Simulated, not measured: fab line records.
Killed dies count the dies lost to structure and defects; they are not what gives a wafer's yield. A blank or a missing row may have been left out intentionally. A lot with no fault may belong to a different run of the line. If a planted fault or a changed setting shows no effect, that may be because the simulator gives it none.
One fault through the eyes of 3 desks :: flow n5Finfet :: every desk sees just its own numbers, and what lay behind them comes last

== THE DEFECT DESK ==
Per lot, the means of the sampled wafers with a number show what the inspections along the route counted. Marked OUT: a lot whose mean sits more than 4 standard deviations from the usual mean, which makes it out of limits; the brackets give that distance.
Columns: A = rawDefectCount at N5_BEOL_M7_INSPECT_30, usual 417
lot: L195
first seen here: day 9 01:44
A: 360

lot: L196
first seen here: day 9 06:21
A: 419

lot: L197
first seen here: day 9 08:34
A: 290

lot: L199
first seen here: day 9 11:03
A: 518

lot: L200
first seen here: day 10 01:49
A: 486

lot: L203
first seen here: day 11 13:18
A: 422

lot: L206
first seen here: day 11 13:48
A: 501

lot: L208
first seen here: day 11 13:50
A: 458

lot: L211
first seen here: day 13 02:32
A: 466

lot: L212
first seen here: day 13 06:38
A: 360

lot: L214
first seen here: day 13 19:06
A: 611
Result from this desk: across the 11 lots, nothing is out of limits.

== THE TOOL OWNER'S DESK: rieDiel-04 ==
The tool's own readings at N5_BEOL_M7_STRIP_19 (strips in O2): means of the sampled wafers that have a number, for each lot that ran on this tool. Marked OUT: a lot whose mean sits more than 4 standard deviations from the usual mean, which makes it out of limits; the brackets give that distance.
Columns: A = drypumpMotorCurrentA at N5_BEOL_M7_STRIP_19, usual 5.6 A; B = oesProductAu at N5_BEOL_M7_STRIP_19, usual 0.82 a.u.; C = rfVppV at N5_BEOL_M7_STRIP_19, usual 3.7 V; D = showerheadPlenumPTorr at N5_BEOL_M7_STRIP_19, usual 2.12 Torr; E = throttleValvePct at N5_BEOL_M7_STRIP_19, usual 16.65 %
lot: L195
first seen here: day 9 00:38
A: 5.8
B: 0.74
C: 4.3
D: 2.11
E: 16.73

lot: L197
first seen here: day 9 08:05
A: 5.8
B: 0.74
C: 3.6
D: 2.11
E: 16.74

lot: L199
first seen here: day 9 10:32
A: 5.7
B: 0.78
C: 3.8
D: 2.07
E: 16.55

lot: L206
first seen here: day 11 13:20
A: 6.0
B: 0.68
C: 3.9
D: 2.10
E: 16.93

lot: L208
first seen here: day 11 13:22
A: 6.0
B: 0.73
C: 4.1
D: 2.06
E: 16.73

lot: L214
first seen here: day 13 18:26
A: 6.0
B: 0.79
C: 3.7
D: 2.05
E: 16.57
Result from this desk: across the 6 lots, nothing is out of limits.

== THE METROLOGY DESK ==
What the gauges read for every lot (on any tool): the sampled wafers with a number, averaged. Marked OUT: a lot whose mean sits more than 4 standard deviations from the usual mean, which makes it out of limits; the brackets give that distance.
Columns: A = M7_ILD_THK at N5_BEOL_M7_THK_MEAS_01, usual 154.9 nm; B = cdNm at N5_BEOL_M7_CD_MEAS_11, usual 38.5 nm
lot: L195
first seen here: day 8 22:57
A: 153.5
B: 38.6

lot: L196
first seen here: day 9 00:41
A: 153.8
B: 37.9

lot: L197
first seen here: day 9 05:15
A: 155.5
B: 38.0

lot: L199
first seen here: day 9 09:34
A: 154.5
B: 38.2

lot: L200
first seen here: day 9 23:28
A: 155.6
B: 38.6

lot: L203
first seen here: day 11 09:25
A: 153.7
B: 38.5

lot: L206
first seen here: day 11 11:10
A: 155.1
B: 38.5

lot: L208
first seen here: day 11 11:26
A: 155.6
B: 38.7

lot: L211
first seen here: day 13 00:09
A: 155.0
B: 38.8

lot: L212
first seen here: day 13 02:09
A: 156.8
B: 38.9

lot: L214
first seen here: day 13 15:21
A: 154.8
B: 37.9
Result from this desk: across the 11 lots, nothing is out of limits.

== PUT TOGETHER ==
Nothing out of limits was seen by the defect desk.
The tool owner's desk saw nothing out of limits.
The metrology desk saw nothing out of limits.

== WHAT THE SIMULATOR PUT IN ==
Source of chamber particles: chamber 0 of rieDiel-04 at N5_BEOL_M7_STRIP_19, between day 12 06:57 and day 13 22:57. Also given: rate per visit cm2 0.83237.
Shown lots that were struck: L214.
